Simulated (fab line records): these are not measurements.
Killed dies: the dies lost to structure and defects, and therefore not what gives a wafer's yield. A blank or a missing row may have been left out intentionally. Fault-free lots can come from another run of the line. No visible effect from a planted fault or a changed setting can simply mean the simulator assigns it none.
Which tool is to blame? :: flow nand-harc :: route of 1159 steps, sampled at 1 step: 24 lots, 72 wafers

WHAT THE GAUGES READ, wafer by wafer
NHARC_A_CHANNEL_HOLE_D1_CD_MEAS_30.
lot: L074
measured: day 8 08:33
on: cd-sem-03
cd-nm (nm): 89.5 88.9 89.8

lot: L076
measured: day 8 12:35
on: cd-sem-03
cd-nm (nm): 88.0 89.5 88.3

lot: L075
measured: day 8 13:23
on: cd-sem-02
cd-nm (nm): 91.2 92.6 90.4

lot: L077
measured: day 9 07:06
on: cd-sem-03
cd-nm (nm): 90.6 89.8 89.0

lot: L078
measured: day 9 07:11
on: cd-sem-03
cd-nm (nm): 89.3 87.6 87.3

lot: L079
measured: day 9 18:43
on: cd-sem-03
cd-nm (nm): 90.1 89.3 88.2

lot: L080
measured: day 10 00:40
on: cd-sem-02
cd-nm (nm): 89.1 90.7 89.9

lot: L081
measured: day 10 03:51
on: cd-sem-01
cd-nm (nm): 91.6 89.8 91.0

lot: L083
measured: day 10 14:41
on: cd-sem-01
cd-nm (nm): 87.9 90.6 89.1

lot: L082
measured: day 10 14:50
on: cd-sem-03
cd-nm (nm): 89.5 89.6 90.0

lot: L084
measured: day 10 20:02
on: cd-sem-03
cd-nm (nm): 90.8 88.6 91.2

lot: L086
measured: day 11 17:22
on: cd-sem-01
cd-nm (nm): 90.8 89.0 89.0

lot: L088
measured: day 11 17:57
on: cd-sem-03
cd-nm (nm): 89.5 89.9 89.3

lot: L087
measured: day 11 21:28
on: cd-sem-03
cd-nm (nm): 92.3 89.9 90.8

lot: L085
measured: day 12 01:31
on: cd-sem-01
cd-nm (nm): 91.5 90.8 89.6

lot: L089
measured: day 12 03:40
on: cd-sem-01
cd-nm (nm): 91.7 94.1 92.2

lot: L091
measured: day 12 19:17
on: cd-sem-02
cd-nm (nm): 92.2 89.2 91.4

lot: L090
measured: day 12 20:20
on: cd-sem-03
cd-nm (nm): 89.9 90.9 89.0

lot: L092
measured: day 12 23:26
on: cd-sem-01
cd-nm (nm): 91.9 88.1 89.3

lot: L093
measured: day 13 00:20
on: cd-sem-01
cd-nm (nm): 93.9 92.7 90.9

lot: L094
measured: day 13 09:49
on: cd-sem-02
cd-nm (nm): 89.0 90.0 91.0

lot: L097
measured: day 13 19:56
on: cd-sem-01
cd-nm (nm): 89.9 87.5 89.5

lot: L096
measured: day 13 20:51
on: cd-sem-01
cd-nm (nm): 87.4 88.0 87.2

lot: L095
measured: day 14 00:59
on: cd-sem-02
cd-nm (nm): 89.1 89.4 88.9

EACH LOT AND THE TOOL THAT RAN IT (in order: tool; ch and the chambers of the sampled wafers; start)
There is no process step in the record ahead of these readings.

AS READ BY THE TOOLS THEMSELVES (means over the sampled wafers that have a number; for cases with no such wafer, the mark the record gives instead)
The record holds no such reading with a usual standard deviation.

THE ANSWER, worked out from the rows above alone
Rule: the usual values come from the lots themselves. Put in order of their means at a reading, lots are off if they are a third of the lots or fewer, leave a main group of 4 or more, and stand apart from it by a gap of 3 or more times the standard deviation of the main group's means; of several such gaps the widest counts. If all means in a main group match to the digits the tables above print for the reading, that group is not used. A lot without any number at a reading at which 4 lots or more have one is off too. Any other lot the step has rows for is counted as sound. Order of review: gauges by route order, followed by the tools' own readings, for which a lot's mean as printed above is used. At the first step where some lot is off, the reading lying furthest off is the one used; lots without a number count as furthest.
Nothing can be told from this: no lot is off at any reading shown.

WHAT WAS PUT IN BY THE SIMULATOR
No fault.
